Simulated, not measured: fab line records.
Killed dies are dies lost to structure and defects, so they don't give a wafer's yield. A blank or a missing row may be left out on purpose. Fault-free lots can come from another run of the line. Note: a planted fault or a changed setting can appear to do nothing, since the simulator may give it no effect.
Matching of chambers | flow nand_harc | NHARC_P_GATE_ETCH_32 on rie_si-04: 4 sister chambers
The step etches the open film in HBr/Cl2, target depth 150 nm, time 100.1 s. 16 wafers are shown with their chamber, then 8 later ones without.

## WAFERS PAIRED WITH THEIR CHAMBERS
wafer  | chamber | drypump_motor_current_A (A) | oes_product_au (a.u.) | mfc_cl2_sccm (sccm)
L118.1 | 1       | 6.1                         | 0.988                 | 50.16
L118.2 | 2       | 5.6                         | 1.002                 | 50.21
L118.5 | 2       | 5.6                         | 1.004                 | 50.15
L122.3 | 1       | 6.1                         | 1.005                 | 49.94
L122.4 | 2       | 5.6                         | 1.000                 | 50.04
L122.6 | 3       | 5.5                         | 1.005                 | 50.29
L123.2 | 1       | 6.1                         | 0.998                 | 50.11
L123.4 | 2       | 5.6                         | 0.992                 | 49.88
L123.5 | 1       | 6.1                         | 1.002                 | 50.05
L132.2 | 3       | 5.6                         | 1.007                 | 49.97
L132.4 | 2       | 5.6                         | 0.984                 | 49.80
L132.5 | 0       | 5.8                         | 0.984                 | 49.95
L133.1 | 2       | 5.6                         | 1.001                 | 50.05
L133.2 | 3       | 5.6                         | 0.994                 | 49.81
L133.3 | 0       | 5.8                         | 0.965                 | 49.94
L136.3 | 1       | 6.1                         | 1.012                 | 49.93

SIGNATURES (averages over the wafers above)
reading                 | chamber 0 | chamber 1 | chamber 2 | chamber 3 | scatter within a chamber
drypump_motor_current_A | 5.800     | 6.100     | 5.600     | 5.567     | 0.0236
oes_product_au          | 0.97450   | 1.00100   | 0.99717   | 1.00200   | 0.0086
mfc_cl2_sccm            | 49.9450   | 50.0380   | 50.0217   | 50.0233   | 0.154
Rule: for each reading, subtract the chamber's mean from the wafer's reading, divide by that reading's scatter and square the result; add these up over the readings and take the root, which gives the wafer's distance from the chamber. If the next closest chamber is less than 2 further off than the closest, the wafer can't be placed; otherwise it belongs to the closest. The scatter is the square root of a quotient: the sum, over the shown wafers, of each reading's squared deviation from its chamber's mean, divided by wafers minus chambers.

## WAFERS WITH NO CHAMBER GIVEN
wafer  | drypump_motor_current_A (A) | oes_product_au (a.u.) | mfc_cl2_sccm (sccm)
L136.5 | 6.1                         | 0.996                 | 50.14
L136.6 | 5.6                         | 1.005                 | 50.11
L138.1 | 5.8                         | 0.980                 | 50.07
L138.4 | 5.6                         | 1.008                 | 49.91
L138.5 | 6.1                         | 1.007                 | 49.93
L140.1 | 6.1                         | 1.009                 | 50.26
L140.3 | 5.8                         | 0.977                 | 50.09
L140.4 | 5.6                         | 1.000                 | 49.98

## THE CHAMBER EACH PASSED THROUGH
wafer  | from the rows above     | in truth
L136.5 | 1                       | 1
L136.6 | can't be placed: 2 or 3 | 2
L138.1 | 0                       | 0
L138.4 | can't be placed: 2 or 3 | 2
L138.5 | 1                       | 1
L140.1 | 1                       | 1
L140.3 | 0                       | 0
L140.4 | can't be placed: 2 or 3 | 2
Correctly placed: 5 of 8. Unplaceable from these rows: 3, with the true chamber sitting among the candidates in 3. Number placed wrongly: 0.
